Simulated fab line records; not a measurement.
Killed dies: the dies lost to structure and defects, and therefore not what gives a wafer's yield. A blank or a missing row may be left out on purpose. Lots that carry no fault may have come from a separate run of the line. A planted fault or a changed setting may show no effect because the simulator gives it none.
Problem report, 8D (eight disciplines) form, completed by code -- flow n5 finfet -- the parts of the form that need people (team, actions taken, sign-off) are left out

## 1. WHAT IS WRONG
Across 4 wafers from 3 lots, M7_ILD_THK at N5_BEOL_M7_THK_MEAS_01 averages 113.3 nm, while fault-free wafers read 155.0 nm with a standard deviation of 1.8. Measured from the usual mean, that is -23 standard deviations.
Seen first at day 10 02:38 on film metro-02, wafer L646.3. At this step, 31 wafers from 11 lots have a number in the record. Rule for "out", or "out of limits": more than 4 standard deviations from the usual mean. All remaining wafers that have a number are taken as sound.

## 2. WHAT IT IS, AND WHAT IT ISN'T
question,is,is not
which readings at this step,M7_ILD_THK,-
which lots,"L646, L647, L650","L643, L653, L654, L656, L659, L661, L663, L664"
which wafers of those lots,"L646.3, L646.4, L647.3, L650.3","L647.5, L650.1, L650.2"
read on which gauges,film metro-02,film metro-01
when,from day 10 02:38,"up to then (3 sound wafers); but 24 sound wafers of L647, L650, L653, L654, L656, L659, L661, L663, L664 came after"

## 3. SUSPECTS, AND WHAT RULES EACH OUT
Counting: if a tool at a process step up to the reading ran every lot that is out, it stays a suspect. Sound lots after the first of them don't rule it out here, since some wafers of a struck lot are sound.
- the gauge at N5_BEOL_M7_THK_MEAS_01: kept. All the wafers that are out were read on film metro-02, and no step on other tools shows them out.
- pecvd-03 at N5_BEOL_M7_ILD_DEP_00 (deposits SiCOH lowk from DEMS/porogen, target thk 179.75 nm, time 33.4 s): kept. It processed each lot that is out (first: L646, day 10 02:04); up to then, its last sound lot is L643 (day 9 12:17).
The count leaves film metro-02 at N5_BEOL_M7_THK_MEAS_01 and pecvd-03 at N5_BEOL_M7_ILD_DEP_00.

## 4. THE CAUSE (what the simulator had put in)
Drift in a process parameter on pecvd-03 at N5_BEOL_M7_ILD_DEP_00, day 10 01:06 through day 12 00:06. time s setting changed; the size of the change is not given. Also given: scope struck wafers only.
Counting leaves 2 suspects; this tool is one of them.

## 5. SEQUENCE OF EFFECTS, ordered by route
Each row: a reading where the mean over the struck wafers with a number is more than 3 standard deviations away from the usual. Only readings for which the record gives a usual standard deviation are gone through. hours: the time from each lot's start at the first step in this table that gives one to its start at this step, as a median over the lots. sigmas: the change in usual standard deviations.
hours,step,reading,usual,on struck wafers,change,sigmas
0,N5_BEOL_M7_THK_MEAS_01,M7_ILD_THK,155.0 nm,113.3,-41.7,-23
Readings that are blank on the struck wafers while sound wafers have them: rf fwd power W at N5_BEOL_M7_ILD_DEP_00; susceptor temp C at N5_BEOL_M7_ILD_DEP_00.

## 6. HOW IT WOULD HAVE BEEN CAUGHT EARLIER
Counted from the fault's start at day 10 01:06, it took 2 hours until the first out-of-limits reading at a measuring or inspecting step in this record, taken at day 10 02:38.
Of the lots that are out (3), L647, L650 began N5_BEOL_M7_ILD_DEP_00 on pecvd-03 after day 10 02:38. A hold on the tool at that time would have spared those 2.
